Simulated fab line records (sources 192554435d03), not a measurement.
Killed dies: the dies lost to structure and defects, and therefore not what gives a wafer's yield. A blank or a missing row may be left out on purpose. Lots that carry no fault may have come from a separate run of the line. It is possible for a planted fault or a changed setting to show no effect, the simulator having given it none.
Struck lot and sound lot, side by side :: flow n5-finfet :: 36 steps out of a route of 1938
Sound: these wafers, L509.4, L509.5, L509.6. Struck: wafers L512.1, L512.3, L512.5. The cause is given at the end.
Each step with rows lists, per side, the tool, then ch with its chambers, then its first start. Under that, the readings that differ: sound wafers :: struck wafers :: difference of the means :: sigmas: that difference in standard deviations of wafers without a fault.
alike: words and numbers the same on both sides, and readings whose means are apart by under 2 such deviations; not compared: readings that were withheld, readings missing a value for some wafer, numbers with overlapping values and no deviation given by the record, and bounds like >300 which may hide the same value.
The two part at a step that has a row with sigmas, a row that says differs or no value, or rows on one side only. Non-overlapping numbers with no deviation appear without sigmas and do not part them. A reading missing from all wafers of one side parts the sides only when that side holds two or more wafers.

first, 9 steps without rows for these wafers: N5_BEOL_M6_COAT_71 (time 60 s, resist thk 5 nm); N5_BEOL_M6_COAT_22 (resist thk 30 nm); N5_BEOL_M6_EBR_24; N5_BEOL_M6_SOFTBAKE_23 (time 60 s); N5_BEOL_M6_EXPOSE_25 (exposes mask V5, target cd 40 nm); N5_BEOL_M6_PEB_26 (peb time 60 s); N5_BEOL_M6_DEVELOP_27 (develop time 30 s); N5_BEOL_M6_DESCUM_33 (chemistry O2, time 7 s); N5_BEOL_M6_ETCH_72 (etches underlayer in N2/H2, target depth 6.5 nm, time 5.2 s).
N5_BEOL_M6_ETCH_65: etches SiARC in CF4, target depth 15.6 nm, time 26 s.
  sound on rie-diel-06 ch 0,2,3, day 12 01:14; struck on rie-diel-04 ch 0,2,3, day 12 11:55
  alike: drypump-motor-current-A, etch-rf-on-time-s, oes-product-au, rf-vpp-V, showerhead-plenum-p-Torr, throttle-valve-pct
  not compared: rf-hours-counter-h
then, 25 steps without rows for these wafers: N5_BEOL_M6_ETCH_66 (etches SOC in N2/H2, target depth 80 nm, overetch 16 nm, time 120 s); N5_BEOL_M6_STRIP_69 (strips in N2/H2); N5_BEOL_M6_STRIP_73 (strips in N2/H2); N5_BEOL_M6_VIA_ETCH_34 (etches SiCOH lowk in C4F6/O2, target depth 126.3 nm, time 50.9 s); N5_BEOL_M6_STRIP_76 (strips in C4F6/O2); N5_BEOL_M6_STRIP_36 (strips in N2/H2); N5_BEOL_M6_TRENCH_ETCH_37 (etches SiCOH lowk in C4F6/O2, target depth 94.435 nm, time 31.5 s); N5_BEOL_M6_ETCH_41 (etches SiCN in CH3F/O2, target depth 29.7 nm, time 52 s); N5_BEOL_M6_STRIP_80 (strips in N2/H2, time 10 s); N5_BEOL_M6_HM_STRIP_39 (strips TiN in peroxide tin strip, target depth 25 nm, time 158 s); N5_BEOL_M6_SRD_40 (time 30 s); N5_BEOL_M6_PRECLEAN_42 (cleans in residue remover, time 60 s); N5_BEOL_M6_SRD_43 (time 30 s); N5_BEOL_M6_CURE_75 (cures SiCOH lowk, time 120 s); N5_BEOL_M6_DEGAS_44 (time 60 s); N5_BEOL_M6_PRE_CLEAN_45 (time 30 s); N5_BEOL_M6_ALD_77 (deposits TaN, target thk 2 nm, pulse time 2 s, purge time 3 s); N5_BEOL_M6_SURFACE_TREAT_79; N5_BEOL_M6_CVD_78 (deposits Co from CCTBA/H2, target thk 2 nm, time 142.3 s); N5_BEOL_M6_SPUTTER_48 (material Cu, target thk 10 nm, time 1.667 s); N5_BEOL_M6_ECD_50 (material Cu, target thk 300 nm); N5_BEOL_M6_ANNEAL_51 (time 90 s); N5_BEOL_M6_CMP_52 (polishes, stops on SiCOH lowk, t overpolish 6.9 s, target thk 80 nm); N5_BEOL_M6_PRE_CLEAN_55 (time 15 s); N5_BEOL_M6_DEP_56 (deposits SiCN from 3MS/NH3, target thk 10 nm, time 17.5 s).
-- record jumps: 4 days separate the struck wafers' starts on either side; left off in module BEOL_M6, taken up again in module PASSIVATION, whose first shown step is the route's number 1936 --
N5_PASSIVATION_PROBE_49:
  record: rows for the struck wafers here (prober-01, day 16 10:10), none for the sound ones

== WHERE THEY PART ==
Within this record, at N5_PASSIVATION_PROBE_49 only.

WHY: what the simulator had put in
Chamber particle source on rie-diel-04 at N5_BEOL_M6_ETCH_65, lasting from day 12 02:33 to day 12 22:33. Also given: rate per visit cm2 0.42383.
